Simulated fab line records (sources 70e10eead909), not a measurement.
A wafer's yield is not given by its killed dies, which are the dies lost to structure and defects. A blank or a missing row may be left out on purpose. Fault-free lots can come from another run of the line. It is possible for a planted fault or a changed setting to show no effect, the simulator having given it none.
Chamber matching ; flow nand_harc ; NHARC_A_CHANNEL_FILL_D2_ETCHBACK_08 on rie_diel-11: 4 sister chambers
The step etches the open film in C4F8, target depth 220 nm, time 110 s. 16 wafers are shown with their chamber, then 7 later ones without.

## WAFERS PAIRED WITH THEIR CHAMBERS
wafer;chamber;rf_vpp_V (V);run_length_s (s);oes_product_au (a.u.)
L588.1;2;440.8;131.0;0.99
L588.4;1;442.3;131.3;0.99
L591.6;0;438.6;130.6;1.01
L589.4;3;438.3;131.2;1.01
L589.5;3;437.8;131.3;1.01
L596.3;2;440.0;130.8;1.01
L596.4;1;441.0;131.7;1.00
L596.5;0;441.4;131.0;1.02
L598.1;1;442.2;131.2;0.91
L598.2;0;441.8;130.9;0.93
L598.6;0;438.7;130.9;0.93
L599.1;1;443.7;131.3;0.99
L599.5;1;441.4;131.5;0.99
L599.6;2;438.9;131.0;1.00
L602.1;3;438.2;131.2;1.00
L602.2;2;440.8;131.2;1.00

SIGNATURES (averages over the wafers above)
reading;chamber 0;chamber 1;chamber 2;chamber 3;scatter within a chamber
rf_vpp_V;440.125;442.120;440.125;438.100;1.14
run_length_s;130.850;131.400;131.000;131.233;0.167
oes_product_au;0.9725;0.9760;1.0000;1.0067;0.033
Rule: a wafer lies at a distance from a chamber equal to the root of the sum of squares, over the readings, of (its reading less the chamber's mean, divided by the reading's scatter). The wafer belongs to the nearest chamber; if the next one is less than 2 further off, it can't be placed. How the scatter is found: for the shown wafers, subtract from each reading the mean of its chamber, square and add these, divide the total by (wafers less chambers), then take the root.

## WAFERS MISSING THEIR CHAMBER
wafer;rf_vpp_V (V);run_length_s (s);oes_product_au (a.u.)
L602.4;439.2;131.0;0.99
L601.1;441.3;131.4;0.93
L601.3;440.2;131.1;0.94
L601.5;441.5;131.5;0.92
L603.1;437.4;131.0;1.02
L603.4;438.3;131.5;1.00
L603.6;442.8;131.5;0.98

## WHICH CHAMBER EACH ONE RAN IN
wafer;from the rows above;in truth
L602.4;can't be placed: 2 or 0 or 3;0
L601.1;can't be placed: 1 or 2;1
L601.3;can't be placed: 0 or 2 or 1 or 3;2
L601.5;1;1
L603.1;can't be placed: 3 or 2 or 0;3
L603.4;can't be placed: 3 or 2 or 1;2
L603.6;1;1
Correct placement for 2 of the 7. Cannot be placed on the basis of these rows: 5; the candidates contain the true chamber in 5. Number placed wrongly: 0.
